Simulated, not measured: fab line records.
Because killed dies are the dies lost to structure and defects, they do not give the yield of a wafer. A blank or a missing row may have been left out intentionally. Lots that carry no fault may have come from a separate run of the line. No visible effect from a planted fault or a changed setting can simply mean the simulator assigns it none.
Chamber matching ; flow nand_harc ; ald_metal-01 running NHARC_P_CONTACT_ALD_22: 4 sister chambers
The step deposits TiN, target thk 3 nm, pulse time 1 s, ald cycles 150. 8 wafers are shown with their chamber, then 10 later ones without.

EACH WAFER AND ITS CHAMBER
wafer;chamber;heater_power_w (W);precursor_pulse_height_rel
L077.3;3;945;1.012
L077.5;2;1193;1.001
L083.5;0;1076;1.006
L085.2;2;1171;1.049
L085.3;0;1064;1.035
L085.6;1;912;1.002
L088.1;1;923;0.999
L088.4;3;950;0.976

WAFERS WITHOUT THEIR CHAMBER
wafer;heater_power_w (W);precursor_pulse_height_rel
L088.5;989;1.033
L091.2;1205;0.993
L091.3;979;0.959
L091.4;1092;0.981
L093.1;957;1.011
L093.5;1076;1.009
L093.6;985;0.994
L097.2;903;1.014
L097.3;955;0.998
L097.5;1073;1.030

WHICH CHAMBER EACH WENT THROUGH
wafer;from the rows above;in truth
L088.5;3;3
L091.2;2;2
L091.3;3;3
L091.4;0;0
L093.1;3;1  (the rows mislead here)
L093.5;0;0
L093.6;3;3
L097.2;1;1
L097.3;3;3
L097.5;0;0
Placed correctly: 9 of 10. From these rows, 0 cannot be placed. 1 placed wrongly.
How it was worked out, from the rows above alone: a wafer's distance from a chamber is the root of the sum, over the readings, of the square of ((its reading less the chamber's mean) divided by the reading's scatter). The wafer belongs to the nearest chamber; if the next one is less than 2 further off, it can't be placed. A chamber's mean is the mean of its shown wafers. The scatter: take each reading less its chamber's mean, square it, sum over the shown wafers, divide by the number of wafers less the number of chambers, and take the root.
